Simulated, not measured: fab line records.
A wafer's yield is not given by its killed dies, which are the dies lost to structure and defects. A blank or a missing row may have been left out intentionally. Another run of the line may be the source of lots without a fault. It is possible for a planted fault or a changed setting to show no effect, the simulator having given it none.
Lot-split experiment / flow n5_finfet / route with 1938 steps; 7 lots, 21 wafers read

== SPLIT DETAILS ==
At N5_GATE_CUT_EXPOSE_10 (exposes mask GATE CUT, target cd 20 nm), the setting dose_mj was moved away from the recipe's 43.25 on 6 of the 21 wafers read, by -5.1% to +7.3%. This setting was run at the recipe's value on the other wafers.

== FROM THE SPLIT TO THE READING: what the file shows between them, 2 steps ==
- N5_GATE_CUT_PEB_11: peb time 60 s
- N5_GATE_CUT_DEVELOP_12: develop time 30 s

== THE READING ==
cd_nm (nm) at N5_GATE_CUT_CD_MEAS_13, where the cd target is 20 nm. Fault-free wafers of this fab line usually give 20.04 nm, standard deviation 0.22 nm.

wafer=L074.1; tool, chamber at the split=euv_scanner-02, 0; dose_mj as run=45.72; against the recipe=+5.7%; cd_nm, nm=21.22; against lot-mates on the recipe=+1.30
wafer=L074.2; tool, chamber at the split=euv_scanner-02, 0; dose_mj as run=43.25; against the recipe=recipe; cd_nm, nm=20.03; against lot-mates on the recipe=-
wafer=L074.6; tool, chamber at the split=euv_scanner-02, 0; dose_mj as run=43.25; against the recipe=recipe; cd_nm, nm=19.80; against lot-mates on the recipe=-
wafer=L076.1; tool, chamber at the split=euv_scanner-01, 0; dose_mj as run=43.25; against the recipe=recipe; cd_nm, nm=19.95; against lot-mates on the recipe=-
wafer=L076.3; tool, chamber at the split=euv_scanner-01, 0; dose_mj as run=41.06; against the recipe=-5.1%; cd_nm, nm=18.45; against lot-mates on the recipe=-1.50
wafer=L076.6; tool, chamber at the split=euv_scanner-01, 0; dose_mj as run=41.06; against the recipe=-5.1%; cd_nm, nm=18.66; against lot-mates on the recipe=-1.29
wafer=L078.3; tool, chamber at the split=euv_scanner-02, 0; dose_mj as run=43.25; against the recipe=recipe; cd_nm, nm=20.14; against lot-mates on the recipe=-
wafer=L078.4; tool, chamber at the split=euv_scanner-02, 0; dose_mj as run=43.25; against the recipe=recipe; cd_nm, nm=20.05; against lot-mates on the recipe=-
wafer=L078.6; tool, chamber at the split=euv_scanner-02, 0; dose_mj as run=43.25; against the recipe=recipe; cd_nm, nm=20.37; against lot-mates on the recipe=-
wafer=L081.1; tool, chamber at the split=euv_scanner-02, 0; dose_mj as run=44.21; against the recipe=+2.2%; cd_nm, nm=20.45; against lot-mates on the recipe=+0.75
wafer=L081.2; tool, chamber at the split=euv_scanner-02, 0; dose_mj as run=43.25; against the recipe=recipe; cd_nm, nm=19.55; against lot-mates on the recipe=-
wafer=L081.6; tool, chamber at the split=euv_scanner-02, 0; dose_mj as run=43.25; against the recipe=recipe; cd_nm, nm=19.86; against lot-mates on the recipe=-
wafer=L080.1; tool, chamber at the split=euv_scanner-01, 0; dose_mj as run=41.95; against the recipe=-3.0%; cd_nm, nm=19.30; against lot-mates on the recipe=-0.69
wafer=L080.3; tool, chamber at the split=euv_scanner-01, 0; dose_mj as run=43.25; against the recipe=recipe; cd_nm, nm=19.82; against lot-mates on the recipe=-
wafer=L080.5; tool, chamber at the split=euv_scanner-01, 0; dose_mj as run=43.25; against the recipe=recipe; cd_nm, nm=20.16; against lot-mates on the recipe=-
wafer=L088.2; tool, chamber at the split=euv_scanner-01, 0; dose_mj as run=43.25; against the recipe=recipe; cd_nm, nm=19.96; against lot-mates on the recipe=-
wafer=L088.3; tool, chamber at the split=euv_scanner-01, 0; dose_mj as run=43.25; against the recipe=recipe; cd_nm, nm=20.47; against lot-mates on the recipe=-
wafer=L088.5; tool, chamber at the split=euv_scanner-01, 0; dose_mj as run=43.25; against the recipe=recipe; cd_nm, nm=20.32; against lot-mates on the recipe=-
wafer=L097.2; tool, chamber at the split=euv_scanner-01, 0; dose_mj as run=43.25; against the recipe=recipe; cd_nm, nm=19.72; against lot-mates on the recipe=-
wafer=L097.3; tool, chamber at the split=euv_scanner-01, 0; dose_mj as run=43.25; against the recipe=recipe; cd_nm, nm=20.18; against lot-mates on the recipe=-
wafer=L097.5; tool, chamber at the split=euv_scanner-01, 0; dose_mj as run=46.42; against the recipe=+7.3%; cd_nm, nm=21.37; against lot-mates on the recipe=+1.42

FIT RESULTS
A straight line over all 21 wafers: cd_nm changes by +0.23 nm for each +1% of dose_mj; r = +0.93; the points scatter about the line by 0.25 nm.
The same after taking each lot's own level away (the mean of its wafers on the recipe; 21 wafers): +0.236 nm for each +1%; r = +0.96; scatter 0.19 nm.
On that fit, the largest move of dose_mj shifts the reading by 1.7 nm.
The span of the lots' own levels, 19.705 to 20.250 nm, comes to 2.5 times the standard deviation stated above.
So the lot-to-lot level changes the slope little: the two slopes agree.
Check: for one of the wafers moved furthest among these (+7.3%), held out of the fit, the line's prediction against its lot-mates is +1.89 nm. It came out at +1.42 nm against them.

== THESE WAFERS: OTHER SPLITS ==
Before the reading, these wafers also passed through other splits. Each is held against what the fit with the lots' levels taken away leaves over:
other split on the same wafers=N5_SD_EPI_N_PEB_07 peb_temp_c; wafers away from the commonest value=3; r with cd_nm (lot level and that fit taken away)=-0.03
other split on the same wafers=N5_SDB_COAT_05 spin_rpm; wafers away from the commonest value=7; r with cd_nm (lot level and that fit taken away)=+0.02
other split on the same wafers=N5_HKMG_FIN_COAT_41 spin_rpm; wafers away from the commonest value=7; r with cd_nm (lot level and that fit taken away)=+0.35
other split on the same wafers=N5_HKMG_FIN_CVD_62 temp_c; wafers away from the commonest value=3; r with cd_nm (lot level and that fit taken away)=+0.13

== THE WHOLE CHAIN: every reading that the file lists as answering this split, in the file's order ==
step=N5_GATE_CUT_CD_MEAS_13; what it does=target cd 20 nm; reading=cd_nm; change (the file's fit)=+0.228 nm for each +1% of the setting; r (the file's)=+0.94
step=N5_GATE_CUT_DESCUM_18; what it does=chemistry O2, time 7 s; reading=GATE_CUT.cd_nm (the simulator's own value, which no gauge read); change (the file's fit)=+0.208 nm for each +1% of the setting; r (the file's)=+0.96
step=N5_GATE_CUT_ETCH_28; what it does=etches underlayer in N2/H2, target depth 13 nm, time 10.4 s; reading=GATE_CUT.cd_nm (the simulator's own value, which no gauge read); change (the file's fit)=+0.217 nm for each +1% of the setting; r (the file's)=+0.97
step=N5_GATE_CUT_ETCH_37; what it does=etches SOC in N2/H2, target depth 60 nm, overetch 12 nm, time 90 s; reading=GATE_CUT.cd_nm (the simulator's own value, which no gauge read); change (the file's fit)=+0.233 nm for each +1% of the setting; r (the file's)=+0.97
step=N5_GATE_CUT_ETCH_47; what it does=etches SiO2 in Cl2/BCl3, target depth 10 nm; reading=GATE_CUT.cd_nm (the simulator's own value, which no gauge read); change (the file's fit)=+0.241 nm for each +1% of the setting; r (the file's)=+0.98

== FILE'S OWN FIT ==
cd_nm changes by +0.228 nm for each +1% of dose_mj, r = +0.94.
